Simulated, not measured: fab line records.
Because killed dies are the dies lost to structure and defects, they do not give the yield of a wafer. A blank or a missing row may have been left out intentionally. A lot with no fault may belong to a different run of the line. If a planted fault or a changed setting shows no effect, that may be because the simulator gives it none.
A single fault, viewed from 2 desks | flow nand harc | each desk has only its own numbers; what lay behind them comes last

THE METROLOGY DESK
What the gauges read for every lot (on any tool): the sampled wafers with a number, averaged. Marked OUT: a lot whose mean sits more than 4 standard deviations from the usual mean, which makes it out of limits; the brackets give that distance.
Columns: A = cd nm at NHARC_P_ZERO_WELL_CD_MEAS_37, usual 719.5 nm; B = overlay x nm at NHARC_P_STI_OVL_MEAS_10, usual 0 nm; C = overlay y nm at NHARC_P_STI_OVL_MEAS_10, usual 0 nm
lot  | first seen here | A     | B  | C
L582 | day 3 06:08     | 719.0 | -2 | -8
L583 | day 3 16:16     | 719.9 | 2  | -5
L585 | day 4 12:10     | 719.0 | -4 | -6
L586 | day 4 22:12     | 719.0 | -3 | 6
L587 | day 5 08:49     | 719.7 | -4 | -5
L590 | day 6 14:14     | 719.3 | 1  | -3
L591 | day 7 00:23     | 718.4 | -8 | 12
L592 | day 7 19:07     | 718.7 | 8  | 11
L593 | day 7 20:10     | 719.4 | -5 | -9
L596 | day 9 02:06     | 716.5 | -2 | -3
L597 | day 9 12:13     | 715.2 | 4  | -3
L600 | day 10 18:04    | 721.3 | -7 | 5
This desk found nothing out of limits on any of the 12 lots.

DESK OF THE TOOL OWNER: litho track-07
The tool's own readings at NHARC_P_ZERO_WELL_PEB_35 (peb time 85 s): means of the sampled wafers that have a number, for each lot that ran on this tool. Marked OUT: a lot whose mean sits more than 4 standard deviations from the usual mean, which makes it out of limits; the brackets give that distance.
Columns: A = heater power total W at NHARC_P_ZERO_WELL_PEB_35, usual 163.98 W; B = plate temp C at NHARC_P_ZERO_WELL_PEB_35, usual 117.99 C
lot  | first seen here | A                | B
L586 | day 4 22:07     | 163.96           | 117.99
L587 | day 5 08:44     | 164.14           | 117.82
L590 | day 6 14:09     | 164.26           | 117.93
L591 | day 7 00:18     | 163.96           | 117.96
L593 | day 7 20:05     | 163.88           | 117.83
L596 | day 9 02:01     | 159.76 (-16) OUT | 115.60 (-17) OUT
L597 | day 9 12:08     | 159.92 (-15) OUT | 115.54 (-17) OUT
This desk finds L596, L597 out of limits, L596 being first, at day 9 02:01 (heater power total W at NHARC_P_ZERO_WELL_PEB_35). Within limits: L586, L587, L590, L591, L593.

BROUGHT TOGETHER
On L596, L597, at day 9 02:01, an alarm was possible from the tool owner's desk.
The metrology desk saw nothing out of limits.
The metrology desk has L596, L597 on record, within its limits.
All the named lots went through NHARC_P_ZERO_WELL_PEB_35 on litho track-07.

WHAT THE SIMULATOR HAD INSERTED
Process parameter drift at NHARC_P_ZERO_WELL_PEB_35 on litho track-07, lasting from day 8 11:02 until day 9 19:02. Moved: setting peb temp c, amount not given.
Shown lots that were struck: L596, L597.
Time in hours from fault onset to the first out-of-limits reading at each desk: the tool owner's desk, 15.
